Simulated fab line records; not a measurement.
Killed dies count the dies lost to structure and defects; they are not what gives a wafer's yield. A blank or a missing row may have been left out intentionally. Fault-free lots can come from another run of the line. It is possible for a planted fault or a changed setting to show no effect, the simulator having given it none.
Split-lot experiment | flow n5-finfet | on a route of 1938 steps: 7 lots, 21 wafers read

## THE SPLIT
At N5_MOL_CONTACT_COAG_EXPOSE_05 (exposes mask CA, defocus 0 nm), the setting dose-mj was moved away from the recipe's 38.25 on 9 of the 21 wafers read, by -4.8% to +7.1%. The other wafers ran this setting at the recipe's value.

## FROM THE SPLIT TO THE READING: what the file shows between them, 14 steps
- N5_MOL_CONTACT_COAG_PEB_06: peb time 60 s
- N5_MOL_CONTACT_COAG_DEVELOP_07: develop time 30 s
- N5_MOL_CONTACT_COAG_CD_MEAS_08: target cd 28 nm
- N5_MOL_CONTACT_COAG_DESCUM_13: chemistry O2, time 7 s
- N5_MOL_CONTACT_COAG_ETCH_59: etches underlayer in N2/H2, target depth 13 nm, time 10.4 s
- N5_MOL_CONTACT_COAG_ETCH_105: etches SiARC in CF4, target depth 15.6 nm, time 26 s
- N5_MOL_CONTACT_COAG_ETCH_106: etches SOC in N2/H2, target depth 80 nm, overetch 16 nm, time 120 s
- N5_MOL_CONTACT_COAG_STRIP_107: strips in N2/H2
- N5_MOL_CONTACT_COAG_STRIP_108: strips in N2/H2
- N5_MOL_CONTACT_COAG_CONTACT_ETCH_14: etches SiO2 in C4F6/O2, target depth 27.5 nm, overetch 8.5 nm, time 20 s
- N5_MOL_CONTACT_COAG_STRIP_109: strips in C4F6/O2
- N5_MOL_CONTACT_COAG_ETCH_15: etches SiNx in CH3F/O2, stops on Si:P, target depth 7 nm
- N5_MOL_CONTACT_COAG_ETCH_110: etches Si in CF4/O2, target depth 2.5 nm, time 8 s
- N5_MOL_CONTACT_COAG_STRIP_98: strips in N2/H2

## THE READING
cd-nm, in nm, at N5_MOL_CONTACT_COAG_CD_MEAS_99 (target cd 17.2 nm). A value of 17.1 nm with a standard deviation of 0.38 nm is what fault-free wafers of this fab line usually give.

wafer  | tool, chamber at the split | dose-mj as run | against the recipe | cd-nm, nm | against lot-mates on the recipe
L078.3 | euv-scanner-01, 0          | 40.77          | +6.6%              | 18.3      | +1.4
L078.4 | euv-scanner-01, 0          | 38.25          | recipe             | 16.5      | -
L078.6 | euv-scanner-01, 0          | 38.25          | recipe             | 17.3      | -
L080.1 | euv-scanner-02, 0          | 38.25          | recipe             | 16.8      | -
L080.5 | euv-scanner-02, 0          | 39.42          | +3.1%              | 17.4      | +0.6
L080.6 | euv-scanner-02, 0          | 39.42          | +3.1%              | 17.4      | +0.6
L085.1 | euv-scanner-02, 0          | 38.25          | recipe             | 16.5      | -
L085.4 | euv-scanner-02, 0          | 38.25          | recipe             | 17.0      | -
L085.5 | euv-scanner-02, 0          | 38.25          | recipe             | 16.6      | -
L086.3 | euv-scanner-01, 0          | 36.41          | -4.8%              | 15.0      | -1.6
L086.5 | euv-scanner-01, 0          | 36.41          | -4.8%              | 15.6      | -1.0
L086.6 | euv-scanner-01, 0          | 38.25          | recipe             | 16.6      | -
L091.2 | euv-scanner-02, 0          | 38.25          | recipe             | 17.0      | -
L091.3 | euv-scanner-02, 0          | 38.25          | recipe             | 17.5      | -
L091.5 | euv-scanner-02, 0          | 38.25          | recipe             | 17.6      | -
L094.3 | euv-scanner-02, 0          | 36.6           | -4.3%              | 16.3      | -0.7
L094.5 | euv-scanner-02, 0          | 38.25          | recipe             | 17.0      | -
L094.6 | euv-scanner-02, 0          | 36.6           | -4.3%              | 16.1      | -0.9
L095.3 | euv-scanner-02, 0          | 38.25          | recipe             | 17.2      | -
L095.4 | euv-scanner-02, 0          | 40.95          | +7.1%              | 17.9      | +0.7
L095.6 | euv-scanner-02, 0          | 40.95          | +7.1%              | 18.3      | +1.1

THE FIT
A straight line over all 21 wafers: cd-nm changes by +0.208 nm for each +1% of dose-mj; r = +0.89; the points scatter about the line by 0.39 nm.
The same after taking each lot's own level away (the mean of its wafers on the recipe; 21 wafers): +0.186 nm for each +1%; r = +0.92; scatter 0.29 nm.
That fit puts the effect of the largest move of dose-mj on the reading at 1.3 nm.
The lots' own levels span 16.60 to 17.37 nm, that is 2.0 times the standard deviation above.
So the slope is not independent of the lot-to-lot level: the two fits are not the same.
Check: with one of the wafers moved furthest among these (+7.1%) left out of the fit, the line predicts +1.41 nm for it against its lot-mates. Against them it came out at +0.7 nm.

## THE WHOLE CHAIN: every reading that the file lists as answering this split, in the file's order
step                           | what it does                                                | reading                                                                        | change (the file's fit)               | r (the file's)
N5_MOL_CONTACT_COAG_CD_MEAS_08 | target cd 28 nm                                             | cd-nm                                                                          | +0.194 nm for each +1% of the setting | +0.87
N5_MOL_CONTACT_COAG_ETCH_59    | etches underlayer in N2/H2, target depth 13 nm, time 10.4 s | MOL_CONTACT_COAG.cd-offset-nm (the simulator's own value, which no gauge read) | +0.219 nm for each +1% of the setting | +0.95
N5_MOL_CONTACT_COAG_ETCH_105   | etches SiARC in CF4, target depth 15.6 nm, time 26 s        | MOL_CONTACT_COAG.cd-offset-nm (the simulator's own value, which no gauge read) | +0.21 nm for each +1% of the setting  | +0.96
N5_MOL_CONTACT_COAG_ETCH_15    | etches SiNx in CH3F/O2, stops on Si:P, target depth 7 nm    | MOL_CONTACT_COAG.cd-offset-nm (the simulator's own value, which no gauge read) | +0.228 nm for each +1% of the setting | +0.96
N5_MOL_CONTACT_COAG_CD_MEAS_99 | target cd 17.2 nm                                           | cd-nm                                                                          | +0.189 nm for each +1% of the setting | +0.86

## THE FILE'S OWN FIT
cd-nm changes by +0.189 nm for each +1% of dose-mj, r = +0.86.
